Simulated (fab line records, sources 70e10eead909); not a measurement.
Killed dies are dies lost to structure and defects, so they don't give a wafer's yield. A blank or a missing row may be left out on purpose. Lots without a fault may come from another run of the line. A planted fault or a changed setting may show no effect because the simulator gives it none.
fab line records | flow nand_harc
record lots=13 wafers=39 last_day=24
route steps=1159 shown A_ONON_D1@426 THIN_TSV@1126 END@1158
lots that met no fault: from a run of the same line without faults
start_h: hours from the record's first day to the start of the lot's first wafer shown | wait_h: hours since the lot's step before | " the same as in the row above | L1.1+2: a row that stands for several wafers | - no value, or no start given | * or withheld: withheld | < > ~ a bound
route shown NAME@n: a module of which the file shows steps, and the number in the route of the first | usual: mean/standard deviation of fault-free wafers | same: alike in all rows | chamber/n: place in a boat | sites: the reading at each site | _std_site: their standard deviation | _edge_site: outer sites' mean less inner sites' | radius_mm: how far each site lies from the wafer's centre | mask NAME#n: copy n | behind: the tool/chamber that last shaped the wafer | hold: why the lot was held/for how many hours/how that ended | device: the transistor (n, p or np) that didn't switch | end of line: the same wafers' tests at the end of the route | a step without rows: its recipe alone | killed: dies lost to structure and defects at the first sort, not the wafer's yield | map: a wafer's dies, x killed, . not, _ none there
set.NAME: the setting as run; set.NAME@STEP: as run at that earlier step | model.NAME: the simulator's own value behind a step, which no gauge read
steps of the route over a sample of lots; a table a step, a row a wafer
services: from which hour (start_h, from the record's first day; less than 0 if before it) a tool's chamber was out of use, for how many hours, and why
## steps
# step NHARC_A_ONON_D1_DEP_03
# recipe target_thk_a=10000 n2_flow_sccm=2750 n2o_flow_sccm=2000 nh3_flow_sccm=500 sih4_flow_sccm=210 temp_c=400
# columns lot.wafer tool chamber start_h wait_h
L374.1+3+6 pecvd_onon-04 0 168.61 0.1
L373.2+3+5 pecvd_onon-03 0 168.69 0.1
L376.3+5+6 pecvd_onon-02 0 183.05 0.2
L379.2+4+5 pecvd_onon-02 0 190.04 0.1
L380.2+5+6 pecvd_onon-02 0 199.55 0.1
L387.1+4+5 pecvd_onon-03 0 232.14 0.1
L390.1+3+6 pecvd_onon-03 0 254.16 0.1
L389.1+3+5 pecvd_onon-04 0 254.16 0.1
L393.1+3+6 pecvd_onon-02 0 272.50 0.1
L391.1+2+6 pecvd_onon-03 0 272.55 0.1
L392.3+4+6 pecvd_onon-04 0 272.62 0.2
L394.4+5+6 pecvd_onon-04 0 283.78 0.2
L395.1+2+5 pecvd_onon-02 0 284.09 0.2
# step NHARC_THIN_TSV_STRIP_62
# recipe power_w=1500 temp_c=250 time_s=20 chemistry=N2/H2
# usual drypump_motor_current_A=5.68/0.27 heater_power_w=317/13
# columns lot.wafer tool chamber start_h wait_h drypump_motor_current_A heater_power_w rf_hours_counter_h
L374.1 plasma_asher-01 1 430.26 - 5.47 306 51
L374.3 " 0 " " 5.41 337 -
L374.6 " 1 " " 5.48 295 -
L373.2 plasma_asher-02 1 431.76 - 6.14 316 20
L373.3 " 1 " " 6.14 320 -
L373.5 " 1 " " 6.10 321 -
L376.3 plasma_asher-02 1 434.09 - 6.13 318 -
L376.5 " 1 " " 6.13 323 -
L376.6 " 0 " " 5.69 311 -
L379.2 plasma_asher-02 1 450.80 - 6.13 326 27
L379.4 " 0 " " 5.72 304 -
L379.5 " 1 " " 6.13 320 -
L380.2 plasma_asher-01 1 469.25 - 5.49 307 2
L380.6 " 1 " " 5.50 305 -
L380.5 " 0 " " 5.44 335 -
L387.1 plasma_asher-01 1 524.82 - 5.48 301 20
L387.4 " 0 " " 5.42 338 -
L387.5 " 0 " " 5.44 339 -
L389.1 plasma_asher-01 0 525.69 - 5.43 332 20
L389.3 " 0 " " 5.42 331 -
L389.5 " 0 " " 5.44 336 -
L390.1 plasma_asher-02 1 526.87 - 6.13 311 56
L390.3 " 1 " " 6.13 315 -
L390.6 " 0 " " 5.69 307 -
L392.4 plasma_asher-01 1 534.59 - 5.46 316 -
L392.3 " 0 " " 5.43 330 -
L392.6 " 1 " " 5.50 314 -
L393.1 plasma_asher-02 0 535.63 - 5.70 304 58
L393.3 " 1 " " 6.12 326 -
L393.6 " 1 " " 6.11 322 -
L391.2 plasma_asher-02 1 537.00 - 6.14 321 59
L391.1 " 0 " " 5.71 299 59
L391.6 " 1 " " 6.11 314 -
L394.4 plasma_asher-01 1 548.19 - 5.48 309 -
L394.6 " 0 " " 5.44 330 -
L394.5 " 1 " " 5.49 313 -
L395.2 plasma_asher-02 1 549.31 - 6.11 334 1
L395.1 " 0 " " 5.70 312 1
L395.5 " 1 " " 6.13 315 -
# step NHARC_THIN_TSV_CD_MEAS_33
# recipe target_cd_nm=5000 landing_energy_ev=500
# usual cd_nm=4999.1/2.5
# columns lot.wafer tool chamber start_h wait_h cd_nm
L374.1 cd_sem-03 0 433.71 - 4997.3
L374.3 " 0 " " 4998.5
L374.6 " 0 " " 4998.1
L373.2 cd_sem-03 0 435.29 - 5000.2
L373.3 " 0 " " 5000.0
L373.5 " 0 " " 4996.2
L376.3 cd_sem-01 0 437.23 - 4997.6
L376.5 " 0 " " 4999.4
L376.6 " 0 " " 4996.9
L379.2 cd_sem-02 0 454.08 - 5000.1
L379.4 " 0 " " 4994.0
L379.5 " 0 " " 4995.2
L380.2 cd_sem-01 0 472.59 - 5001.1
L380.5 " 0 " " 5004.5
L380.6 " 0 " " 5002.0
L387.1 cd_sem-02 0 528.16 - 5001.8
L387.4 " 0 " " 5001.6
L387.5 " 0 " " 5002.2
L389.1 cd_sem-02 0 529.02 - 5000.6
L389.3 " 0 " " 4993.9
L389.5 " 0 " " 4999.3
L390.1 cd_sem-02 0 530.24 - 4998.0
L390.3 " 0 " " 4996.9
L390.6 " 0 " " 4998.7
L392.3 cd_sem-02 0 537.84 - 4998.2
L392.4 " 0 " " 4999.8
L392.6 " 0 " " 4999.6
L393.1 cd_sem-02 0 539.05 - 5004.1
L393.3 " 0 " " 5003.5
L393.6 " 0 " " 5001.4
L391.1 cd_sem-02 0 540.18 - 4998.5
L391.2 " 0 " " 4999.8
L391.6 " 0 " " 4998.8
L394.4 cd_sem-02 0 551.48 - 4995.5
L394.5 " 0 " " 4999.6
L394.6 " 0 " " 5000.5
L395.1 cd_sem-02 0 552.67 - 5002.8
L395.2 " 0 " " 5001.3
L395.5 " 0 " " 5001.9
# step NHARC_END_WLT_00
# usual VT_DECK1_BOTTOM=0.873/0.0081 VT_DECK1_BOTTOM_INNER=0.872/0.0075 VT_DECK1_MEDIAN_NEAR_BOTTOM=0.873/0.008 VT_DECK1_MEDIAN_NEAR_BOTTOM_INNER=0.873/0.0081 VT_DECK1_MIDDLE=0.887/0.007 VT_DECK1_MIDDLE_INNER=0.887/0.0073 VT_DECK1_TOP=0.899/0.0069 VT_DECK1_TOP_INNER=0.899/0.0066
# columns lot.wafer tool chamber start_h wait_h VT_DECK1_BOTTOM VT_DECK1_BOTTOM_INNER VT_DECK1_MEDIAN_NEAR_BOTTOM VT_DECK1_MEDIAN_NEAR_BOTTOM_INNER VT_DECK1_MIDDLE VT_DECK1_MIDDLE_INNER VT_DECK1_TOP VT_DECK1_TOP_INNER
L374.1 prober-01 - 444.79 7.8 0.873 0.876 0.878 0.878 0.890 0.875 0.906 0.900
L374.3 " - " " 0.866 0.867 0.869 0.873 0.888 0.880 0.893 0.911
L374.6 " - 447.27 10.3 0.865 0.864 0.872 0.877 0.892 0.882 0.886 0.889
L373.2 prober-01 - 453.06 11.1 0.861 0.855 0.866 0.859 0.878 0.882 0.896 0.900
L373.3 " - " " 0.871 0.881 0.876 0.876 0.887 0.887 0.896 0.888
L373.5 " - 454.58 12.7 0.870 0.871 0.884 0.869 0.886 0.885 0.894 0.891
L376.3 prober-02 - 454.46 12.5 0.871 0.871 0.868 0.864 0.877 0.881 0.902 0.891
L376.5 " - 455.46 13.5 0.857 0.861 0.854 0.864 0.875 0.878 0.892 0.902
L376.6 " - " " 0.862 0.863 0.852 0.861 0.868 0.874 0.893 0.893
L379.2 prober-01 - 468.87 8.6 0.879 0.877 0.875 0.877 0.878 0.886 0.902 0.902
L379.4 " - 469.88 9.6 0.868 0.875 0.861 0.863 0.889 0.891 0.897 0.901
L379.5 " - " " 0.869 0.870 0.870 0.884 0.881 0.891 0.902 0.892
L380.2 prober-02 - 481.42 0.6 0.870 0.876 0.865 0.868 0.877 0.879 0.892 0.889
L380.5 " - 482.92 2.1 0.868 0.870 0.873 0.870 0.886 0.883 0.898 0.892
L380.6 " - " " 0.874 0.871 0.878 0.866 0.883 0.882 0.889 0.887
L389.1 prober-01 - 532.89 0.0 0.870 0.869 0.874 0.866 0.883 0.892 0.899 0.899
L389.3 " - " " 0.880 0.874 0.890 0.882 0.899 0.887 0.897 0.898
L389.5 " - 534.88 2.0 0.876 0.867 0.871 0.868 0.884 0.882 0.897 0.893
L387.1 prober-02 - 532.90 0.1 0.878 0.875 0.873 0.878 0.897 0.896 0.905 0.911
L387.4 " - 534.39 1.6 0.868 0.875 0.872 0.879 0.885 0.895 0.902 0.903
L387.5 " - " " 0.869 0.873 0.869 0.877 0.892 0.888 0.899 0.899
L390.1 prober-02 - 540.69 4.5 0.876 0.881 0.878 0.874 0.896 0.887 0.906 0.904
L390.3 " - 541.70 5.5 0.867 0.869 0.864 0.865 0.884 0.886 0.901 0.899
L390.6 " - 543.21 7.0 0.874 0.867 0.868 0.870 0.882 0.895 0.898 0.902
L393.1 prober-01 - 548.52 4.6 0.870 0.870 0.876 0.870 0.892 0.889 0.901 0.904
L393.3 " - 549.52 5.6 0.868 0.882 0.874 0.870 0.898 0.891 0.902 0.908
L393.6 " - 551.02 7.1 0.873 0.869 0.879 0.870 0.892 0.888 0.906 0.901
L392.3 prober-02 - 549.47 5.5 0.874 0.870 0.877 0.860 0.886 0.888 0.901 0.903
L392.4 " - " " 0.876 0.879 0.877 0.879 0.891 0.894 0.907 0.902
L392.6 " - 550.98 7.1 0.878 0.872 0.870 0.876 0.892 0.897 0.906 0.900
L391.1 prober-02 - 556.29 12.3 0.867 0.863 0.862 0.870 0.878 0.885 0.899 0.893
L391.2 " - " " 0.874 0.877 0.883 0.884 0.893 0.887 0.884 0.902
L391.6 " - 558.77 14.8 0.873 0.866 0.866 0.868 0.882 0.881 0.902 0.897
L394.4 prober-01 - 560.05 1.5 0.876 0.885 0.885 0.880 0.900 0.898 0.902 0.914
L394.5 " - " " 0.878 0.876 0.880 0.875 0.881 0.889 0.898 0.904
L394.6 " - " " 0.880 0.882 0.880 0.884 0.898 0.887 0.910 0.905
L395.1 prober-02 - 564.06 5.5 0.855 0.857 0.854 0.859 0.876 0.873 0.886 0.885
L395.2 " - " " 0.870 0.867 0.862 0.873 0.878 0.880 0.881 0.880
L395.5 " - 566.07 7.5 0.870 0.866 0.876 0.869 0.878 0.882 0.885 0.894
# step NHARC_END_SORT_01
# recipe temp_c=25
# usual killed_at_array=29/10 killed_at_other=0.7/1 killed_at_periphery=3.7/2.6 killed_dies=33/10 killed_open=3.4/1.8 killed_short=1.8/1.3
# same gross_dies=677
# columns lot.wafer tool chamber start_h wait_h killed_at_array killed_at_other killed_at_periphery killed_dies killed_open killed_short
L374.1 prober-01 0 447.77 2.5 13 0 4 17 4 1
L374.3 prober-01 0 449.36 3.1 8 5 3 16 3 1
L374.6 prober-01 0 451.75 4.0 16 3 1 20 5 1
L373.2 prober-01 0 456.41 2.8 30 0 1 31 1 1
L373.3 prober-01 0 457.22 3.1 21 1 2 24 2 0
L373.5 prober-01 0 458.85 3.8 33 1 4 38 5 1
L376.3 prober-02 0 458.03 3.1 22 1 2 25 4 3
L376.5 prober-02 0 459.60 3.6 15 1 3 19 1 1
L376.6 prober-02 0 460.39 3.9 27 1 2 30 2 2
L379.2 prober-01 0 472.19 2.8 89 0 2 91 3 2
L379.4 prober-01 0 473.80 3.4 87 0 4 91 2 1
L379.5 prober-01 0 474.61 3.7 77 0 3 80 2 4
L380.2 prober-02 0 484.72 2.8 83 0 4 87 4 0
L380.5 prober-02 0 487.15 3.7 89 0 6 95 2 1
L380.6 prober-02 0 487.95 4.0 94 0 5 99 4 2
L389.1 prober-01 0 535.88 2.5 17 0 2 19 2 2
L389.3 prober-01 0 537.48 3.1 29 0 5 34 7 5
L389.5 prober-01 0 539.09 3.7 23 0 2 25 2 2
L387.1 prober-02 0 535.88 2.5 42 0 3 45 2 3
L387.4 prober-02 0 538.29 3.4 42 0 3 45 2 3
L387.5 prober-02 0 539.09 3.7 41 0 2 43 3 2
L390.1 prober-02 0 543.72 2.5 46 3 1 50 5 1
L390.3 prober-02 0 545.30 3.1 51 1 2 54 2 1
L390.6 prober-02 0 547.67 4.0 56 2 1 59 2 1
L393.1 prober-01 0 551.51 2.5 36 0 7 43 2 3
L393.3 prober-01 0 553.11 3.1 30 1 2 33 1 1
L393.6 prober-01 0 555.50 4.0 36 0 5 41 3 3
L392.3 prober-02 0 553.09 3.1 20 0 3 23 3 2
L392.4 prober-02 0 553.89 3.4 24 0 6 30 4 2
L392.6 prober-02 0 555.49 4.0 24 0 2 26 3 2
L391.1 prober-02 0 559.26 2.5 23 0 7 30 4 2
L391.2 prober-02 0 560.06 2.8 36 0 9 45 3 3
L391.6 prober-02 0 563.26 4.0 28 0 15 43 6 1
L394.4 prober-01 0 563.92 3.4 33 3 3 39 6 1
L394.5 prober-01 0 564.72 3.7 28 1 3 32 2 5
L394.6 prober-01 0 565.51 4.0 28 1 5 34 3 0
L395.1 prober-02 0 567.08 2.5 26 0 3 29 3 2
L395.2 prober-02 0 567.89 2.8 27 2 7 36 3 4
L395.5 prober-02 0 570.31 3.7 33 3 3 39 4 1
# killed by level:class
L374.1 A_CONTACT:chamber_film_flake=7 P_M2:geometric_particle:open=2 A_CONTACT:geometric_particle:open=2 A_SOURCE_PLATE:geometric_particle:short=1 P_STI:chamber_film_flake=1 P_GATE:chamber_film_flake=1 A_CHANNEL_HOLE_D1:chamber_film_flake=1 A_STAIRCASE:chamber_film_flake=1
L374.3 THIN_TSV:chamber_film_flake=5 A_CHANNEL_HOLE_D1:chamber_film_flake=2 P_CONTACT:geometric_particle:open=1 P_M1:geometric_particle:short=1 A_ONON_D1:geometric_particle:open=1 A_SGD_CUT:geometric_particle:open=1 P_STI:chamber_film_flake=1 A_STAIRCASE:chamber_film_flake=1
L374.6 A_CONTACT:chamber_film_flake=5 THIN_TSV:chamber_film_flake=3 A_CHANNEL_HOLE_D1:chamber_film_flake=2 A_STAIRCASE:chamber_film_flake=2 P_GATE:geometric_particle:open=1 A_CHANNEL_FILL_D1:geometric_particle:open=1 A_SGD_CUT:geometric_particle:short=1 A_CONTACT:geometric_particle:open=1
L373.2 A_CHANNEL_HOLE_D1:chamber_film_flake=16 A_SLIT:chamber_film_flake=8 A_STAIRCASE:chamber_film_flake=2 A_WL_FILL:geometric_particle:short=1 A_WL_FILL:geometric_particle:open=1 P_GATE:chamber_film_flake=1 A_CHANNEL_FILL_D1:chamber_film_flake=1 A_CONTACT:chamber_film_flake=1
L373.3 A_CHANNEL_HOLE_D1:chamber_film_flake=10 A_SLIT:chamber_film_flake=5 A_CONTACT:geometric_particle:open=2 A_CONTACT:chamber_film_flake=2 P_CONTACT:chamber_film_flake=1 P_M0:chamber_film_flake=1 A_CHANNEL_FILL_D1:chamber_film_flake=1 A_STAIRCASE:chamber_film_flake=1
L376.3 A_CHANNEL_HOLE_D1:chamber_film_flake=11 A_STAIRCASE:chamber_film_flake=3 A_WL_FILL:geometric_particle:short=2 P_STI:geometric_particle:open=1 A_CHANNEL_HOLE_D1:geometric_particle:open=1 A_CHANNEL_FILL_D1:geometric_particle:open=1 A_CONTACT:geometric_particle:open=1 A_CONTACT:geometric_particle:short=1
L373.5 A_CHANNEL_HOLE_D1:chamber_film_flake=18 A_SLIT:chamber_film_flake=7 A_CONTACT:chamber_film_flake=4 P_M1:geometric_particle:open=2 P_STI:geometric_particle:open=1 A_ONON_D1:geometric_particle:open=1 A_STAIRCASE:geometric_particle:short=1 A_WL_FILL:geometric_particle:open=1
L376.5 A_CHANNEL_HOLE_D1:chamber_film_flake=9 A_STAIRCASE:chamber_film_flake=3 A_CONTACT:chamber_film_flake=2 P_CONTACT:geometric_particle:short=1 P_M0:geometric_particle:open=1 P_ZERO_WELL:chamber_film_flake=1 A_SLIT:chamber_film_flake=1 THIN_TSV:chamber_film_flake=1
L376.6 A_CHANNEL_HOLE_D1:chamber_film_flake=17 A_STAIRCASE:chamber_film_flake=3 A_CONTACT:chamber_film_flake=2 P_CONTACT:geometric_particle:open=1 A_ONON_D1:geometric_particle:short=1 A_CHANNEL_FILL_D1:geometric_particle:short=1 A_CONTACT:geometric_particle:open=1 P_ZERO_WELL:chamber_film_flake=1
L379.2 A_ONON_D1:unspecified=67 A_SLIT:chamber_film_flake=9 A_STAIRCASE:chamber_film_flake=4 A_CHANNEL_HOLE_D1:chamber_film_flake=3 A_CONTACT:chamber_film_flake=2 P_STI:geometric_particle:short=1 A_ONON_D1:geometric_particle:short=1 A_CHANNEL_HOLE_D1:geometric_particle:open=1
L379.4 A_ONON_D1:unspecified=63 A_SLIT:chamber_film_flake=13 P_STI:chamber_film_flake=3 A_CHANNEL_HOLE_D1:chamber_film_flake=3 A_STAIRCASE:chamber_film_flake=3 A_CONTACT:chamber_film_flake=2 P_GATE:geometric_particle:open=1 A_CHANNEL_HOLE_D1:geometric_particle:open=1
L379.5 A_ONON_D1:unspecified=60 A_SLIT:chamber_film_flake=7 A_CHANNEL_HOLE_D1:chamber_film_flake=4 A_CHANNEL_FILL_D1:geometric_particle:short=2 P_GATE:geometric_particle:short=1 A_SOURCE_PLATE:geometric_particle:open=1 A_ONON_D1:geometric_particle:short=1 A_CHANNEL_FILL_D1:geometric_particle:open=1
L380.2 A_ONON_D1:unspecified=66 A_CHANNEL_HOLE_D1:chamber_film_flake=10 A_STAIRCASE:chamber_film_flake=3 P_STI:chamber_film_flake=2 A_SOURCE_PLATE:geometric_particle:open=1 A_WL_FILL:geometric_particle:open=1 A_CONTACT:geometric_particle:open=1 A_M0:geometric_particle:open=1
L380.5 A_ONON_D1:unspecified=70 A_CHANNEL_HOLE_D1:chamber_film_flake=10 P_BONDPAD:chamber_film_flake=4 A_STAIRCASE:chamber_film_flake=3 A_M1:chamber_film_flake=2 A_CHANNEL_FILL_D1:geometric_particle:short=1 A_CHANNEL_FILL_D1:geometric_particle:open=1 A_SGD_CUT:geometric_particle:open=1
L380.6 A_ONON_D1:unspecified=68 A_CHANNEL_HOLE_D1:chamber_film_flake=16 P_BONDPAD:chamber_film_flake=5 A_CONTACT:chamber_film_flake=3 A_WL_FILL:geometric_particle:open=2 A_CHANNEL_FILL_D1:geometric_particle:open=1 A_CONTACT:geometric_particle:short=1 A_CONTACT:geometric_particle:open=1
L389.1 A_CHANNEL_HOLE_D1:chamber_film_flake=8 A_STAIRCASE:chamber_film_flake=3 A_CONTACT:chamber_film_flake=3 P_CONTACT:geometric_particle:open=1 A_SGD_CUT:geometric_particle:short=1 A_WL_FILL:geometric_particle:short=1 A_CONTACT:geometric_particle:open=1 P_ZERO_WELL:chamber_film_flake=1
L387.1 A_CHANNEL_HOLE_D1:chamber_film_flake=15 A_SLIT:chamber_film_flake=15 A_STAIRCASE:chamber_film_flake=4 A_CONTACT:chamber_film_flake=3 P_ZERO_WELL:chamber_film_flake=2 P_CONTACT:geometric_particle:short=1 A_ONON_D1:geometric_particle:open=1 A_CHANNEL_HOLE_D1:geometric_particle:open=1
L389.3 A_CHANNEL_HOLE_D1:chamber_film_flake=11 A_CONTACT:chamber_film_flake=5 A_STAIRCASE:chamber_film_flake=3 P_CONTACT:geometric_particle:open=2 A_WL_FILL:geometric_particle:short=2 A_M0:geometric_particle:short=2 A_M1:geometric_particle:open=2 P_STI:chamber_film_flake=2
L387.4 A_CHANNEL_HOLE_D1:chamber_film_flake=21 A_SLIT:chamber_film_flake=12 P_ZERO_WELL:chamber_film_flake=3 A_STAIRCASE:chamber_film_flake=2 A_CONTACT:chamber_film_flake=2 A_ONON_D1:geometric_particle:open=1 A_ONON_D1:geometric_particle:short=1 A_CHANNEL_HOLE_D1:geometric_particle:short=1
L389.5 A_CHANNEL_HOLE_D1:chamber_film_flake=12 A_CONTACT:chamber_film_flake=5 A_CONTACT:geometric_particle:open=2 P_STI:chamber_film_flake=2 A_STAIRCASE:chamber_film_flake=2 A_ONON_D1:geometric_particle:short=1 A_WL_FILL:geometric_particle:short=1
L387.5 A_SLIT:chamber_film_flake=18 A_CHANNEL_HOLE_D1:chamber_film_flake=16 A_M0:geometric_particle:open=2 A_STAIRCASE:chamber_film_flake=2 A_ONON_D1:geometric_particle:short=1 A_SGD_CUT:geometric_particle:open=1 A_CONTACT:geometric_particle:short=1 P_ZERO_WELL:chamber_film_flake=1
L390.1 A_CHANNEL_HOLE_D1:chamber_film_flake=17 A_SLIT:chamber_film_flake=13 A_CONTACT:chamber_film_flake=6 A_STAIRCASE:chamber_film_flake=5 STARTING-WAFER:geometric_particle:open=3 A_SGD_CUT:chamber_film_flake=2 P_M2:geometric_particle:short=1 A_WL_FILL:geometric_particle:open=1
L390.3 A_CHANNEL_HOLE_D1:chamber_film_flake=21 A_SLIT:chamber_film_flake=14 A_CONTACT:chamber_film_flake=6 A_SGD_CUT:chamber_film_flake=5 P_M2:geometric_particle:short=1 A_ONON_D1:geometric_particle:open=1 A_WL_FILL:geometric_particle:open=1 P_CONTACT:chamber_film_flake=1
L390.6 A_CHANNEL_HOLE_D1:chamber_film_flake=22 A_SLIT:chamber_film_flake=12 A_CONTACT:chamber_film_flake=7 A_SGD_CUT:chamber_film_flake=6 A_STAIRCASE:chamber_film_flake=5 A_WL_FILL:chamber_film_flake=2 HYBRID_BOND:latent=2 P_M0:geometric_particle:open=1
L393.1 A_CHANNEL_HOLE_D1:chamber_film_flake=16 A_STAIRCASE:chamber_film_flake=8 A_CONTACT:chamber_film_flake=6 P_STI:chamber_film_flake=2 P_GATE:chamber_film_flake=2 A_SLIT:chamber_film_flake=2 P_M0:geometric_particle:short=1 P_M1:geometric_particle:open=1
L392.3 A_CHANNEL_HOLE_D1:chamber_film_flake=7 A_CONTACT:chamber_film_flake=4 A_WL_FILL:geometric_particle:short=2 A_STAIRCASE:chamber_film_flake=2 A_WL_FILL:chamber_film_flake=2 A_STAIRCASE:geometric_particle:open=1 A_BLC:geometric_particle:open=1 A_M0:geometric_particle:open=1
L393.3 A_CHANNEL_HOLE_D1:chamber_film_flake=16 A_CONTACT:chamber_film_flake=9 A_STAIRCASE:chamber_film_flake=5 P_CONTACT:geometric_particle:open=1 STARTING-WAFER:geometric_particle:short=1 P_STI:chamber_film_flake=1
L392.4 A_CHANNEL_HOLE_D1:chamber_film_flake=8 A_WL_FILL:chamber_film_flake=5 A_CONTACT:chamber_film_flake=4 P_GATE:chamber_film_flake=3 A_STAIRCASE:chamber_film_flake=2 P_CONTACT:geometric_particle:open=1 A_CHANNEL_FILL_D1:geometric_particle:short=1 A_CONTACT:geometric_particle:short=1
L392.6 A_CHANNEL_HOLE_D1:chamber_film_flake=7 A_STAIRCASE:chamber_film_flake=5 A_CONTACT:chamber_film_flake=4 A_WL_FILL:chamber_film_flake=3 A_ONON_D1:geometric_particle:short=2 A_M0:geometric_particle:open=2 A_CHANNEL_FILL_D1:geometric_particle:open=1 P_GATE:chamber_film_flake=1
L393.6 A_CHANNEL_HOLE_D1:chamber_film_flake=21 A_CONTACT:chamber_film_flake=7 A_STAIRCASE:chamber_film_flake=3 P_CONTACT:chamber_film_flake=2 A_CONTACT:geometric_particle:open=2 P_M0:geometric_particle:open=1 A_SGD_CUT:geometric_particle:short=1 A_M0:geometric_particle:short=1
L391.1 A_SLIT:chamber_film_flake=9 A_CHANNEL_HOLE_D1:chamber_film_flake=7 P_GATE:chamber_film_flake=2 A_SGD_CUT:chamber_film_flake=2 A_CONTACT:chamber_film_flake=2 P_CONTACT:geometric_particle:open=1 P_M0:geometric_particle:open=1 P_M1:geometric_particle:open=1
L391.2 A_SLIT:chamber_film_flake=14 A_CONTACT:chamber_film_flake=9 A_CHANNEL_HOLE_D1:chamber_film_flake=7 P_STI:chamber_film_flake=4 A_M1:geometric_particle:short=2 P_GATE:chamber_film_flake=2 P_CONTACT:chamber_film_flake=2 P_M1:geometric_particle:open=1
L391.6 A_SLIT:chamber_film_flake=16 P_ZERO_WELL:chamber_film_flake=5 P_STI:chamber_film_flake=4 A_CONTACT:chamber_film_flake=4 A_CHANNEL_HOLE_D1:chamber_film_flake=3 P_CONTACT:geometric_particle:open=2 P_CONTACT:chamber_film_flake=2 P_M2:geometric_particle:open=1
L394.4 A_CHANNEL_HOLE_D1:chamber_film_flake=18 A_CONTACT:chamber_film_flake=6 A_CONTACT:geometric_particle:open=3 THIN_TSV:chamber_film_flake=3 A_SLIT:chamber_film_flake=2 P_CONTACT:geometric_particle:open=1 A_CHANNEL_HOLE_D1:geometric_particle:open=1 A_SGD_CUT:geometric_particle:open=1
L394.5 A_CHANNEL_HOLE_D1:chamber_film_flake=19 A_CONTACT:chamber_film_flake=4 P_M0:geometric_particle:open=1 A_CHANNEL_FILL_D1:geometric_particle:short=1 A_SGD_CUT:geometric_particle:short=1 A_CONTACT:geometric_particle:short=1 A_M0:geometric_particle:short=1 A_M0:geometric_particle:open=1
L394.6 A_CHANNEL_HOLE_D1:chamber_film_flake=21 A_CONTACT:chamber_film_flake=4 P_ZERO_WELL:chamber_film_flake=2 P_M0:geometric_particle:open=1 A_ONON_D1:geometric_particle:open=1 A_CHANNEL_FILL_D1:geometric_particle:open=1 P_GATE:chamber_film_flake=1 P_M0:chamber_film_flake=1
L395.1 A_SLIT:chamber_film_flake=16 A_CHANNEL_HOLE_D1:chamber_film_flake=3 A_WL_FILL:chamber_film_flake=3 P_GATE:geometric_particle:open=2 P_M0:geometric_particle:short=1 A_CHANNEL_HOLE_D1:geometric_particle:open=1 A_WL_FILL:geometric_particle:short=1 A_SGD_CUT:chamber_film_flake=1
L395.2 A_SLIT:chamber_film_flake=17 A_CHANNEL_HOLE_D1:chamber_film_flake=5 P_GATE:geometric_particle:short=2 P_CONTACT:geometric_particle:open=2 THIN_TSV:chamber_film_flake=2 P_CONTACT:geometric_particle:short=1 A_CHANNEL_HOLE_D1:geometric_particle:open=1 A_SGD_CUT:geometric_particle:short=1
L395.5 A_SLIT:chamber_film_flake=22 A_CHANNEL_HOLE_D1:chamber_film_flake=5 P_CONTACT:geometric_particle:open=2 A_CONTACT:geometric_particle:open=2 A_SGD_CUT:chamber_film_flake=2 THIN_TSV:chamber_film_flake=2 P_M0:chamber_film_flake=1 STARTING-WAFER:geometric_particle:short=1
## services
# columns tool chamber start_h hours kind
pecvd_onon-03 - 153.00 13.0 pm
plasma_asher-02 - 183.00 9.0 pm
plasma_asher-02 0 183.00 9.0 vent_cycle
plasma_asher-02 1 183.00 9.0 vent_cycle
plasma_asher-02 0 192.00 - clean
plasma_asher-02 1 192.00 - clean
pecvd_onon-04 - 237.21 13.0 pm
plasma_asher-01 - 276.00 9.0 pm
pecvd_onon-02 - 302.34 13.0 pm
pecvd_onon-03 - 334.00 13.0 pm
plasma_asher-02 - 360.08 9.0 pm
plasma_asher-02 0 360.08 9.0 vent_cycle
plasma_asher-02 1 360.08 9.0 vent_cycle
plasma_asher-02 0 369.08 - clean
plasma_asher-02 1 369.08 - clean
pecvd_onon-04 - 418.45 13.0 pm
plasma_asher-02 - 424.09 2.2 repair
plasma_asher-01 - 453.00 9.0 pm
plasma_asher-01 - 469.89 1.8 repair
plasma_asher-02 - 482.84 0.8 repair
pecvd_onon-02 - 483.34 13.0 pm
pecvd_onon-03 - 515.00 13.0 pm
plasma_asher-02 - 537.13 9.0 pm
plasma_asher-02 - 547.03 0.5 repair
## key
first_sign step=NHARC_END_SORT_01 reading=killed_at_array direction=up sigmas=5.8 usual=29 struck=86
effect step=NHARC_END_SORT_01 reading=killed_dies direction=up sigmas=5.7 usual=33 struck=90
more_kills_born_at NHARC_A_ONON_D1_DEP_03@pecvd_onon-02=394
met_at NHARC_A_ONON_D1_DEP_03
struck_lots L379,L380
tester_left_out L379,L380
not_acting_at NHARC_THIN_TSV_STRIP_62,NHARC_THIN_TSV_CD_MEAS_33,NHARC_END_WLT_00
onset_between 183.05 190.04
fault kind=chamber_particle_source tool=pecvd_onon-02 chamber=- onset_h=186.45 steps=NHARC_A_ONON_D1_DEP_03 rate_per_visit_cm2=0.45827 end_h=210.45
# tester_left_out: of these lots the tester's yield and bins aren't shown, on N5 and GAA mostly nor the transistor test; their killed dies are dies lost to structure and defects alone, not to doping, threshold or leakage, so they don't give the yield
